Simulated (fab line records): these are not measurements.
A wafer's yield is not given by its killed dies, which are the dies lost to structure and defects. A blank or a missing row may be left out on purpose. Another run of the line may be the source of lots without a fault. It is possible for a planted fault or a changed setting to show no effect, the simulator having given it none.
Matching of chambers -- flow n5-finfet -- N5_BEOL_M0_SAQP_STRIP_108 on rie-diel-04: 4 sister chambers
The step strips in N2/H2. 4 wafers are shown with their chamber, then 8 later ones without.

EACH WAFER AND ITS CHAMBER
wafer,chamber,drypump-motor-current-A (A)
L091.2,1,5.7
L091.3,3,6.4
L091.4,0,5.3
L092.2,2,4.7

WAFERS MISSING THEIR CHAMBER
wafer,drypump-motor-current-A (A)
L092.4,5.3
L092.6,4.8
L095.1,6.4
L095.2,4.7
L095.4,5.3
L096.1,4.7
L096.3,5.3
L096.5,4.7

EACH ONE'S CHAMBER
wafer,from the rows above,in truth
L092.4,0,0
L092.6,2,2
L095.1,3,3
L095.2,2,2
L095.4,0,0
L096.1,2,2
L096.3,0,0
L096.5,2,2
Placed correctly: 8 of 8. Not placeable from these rows: 0. Placed wrongly: 0.
How it was worked out, from the rows above alone: a wafer's distance from a chamber is the root of the sum, over the readings, of the square of ((its reading less the chamber's mean) divided by the reading's scatter). If the next closest chamber is less than 2 further off than the closest, the wafer can't be placed; otherwise it belongs to the closest. Each chamber's mean is taken over the wafers shown for it. The scatter: root of mean squared gap, hidden wafer to nearest shown wafer, with one shown wafer a chamber.
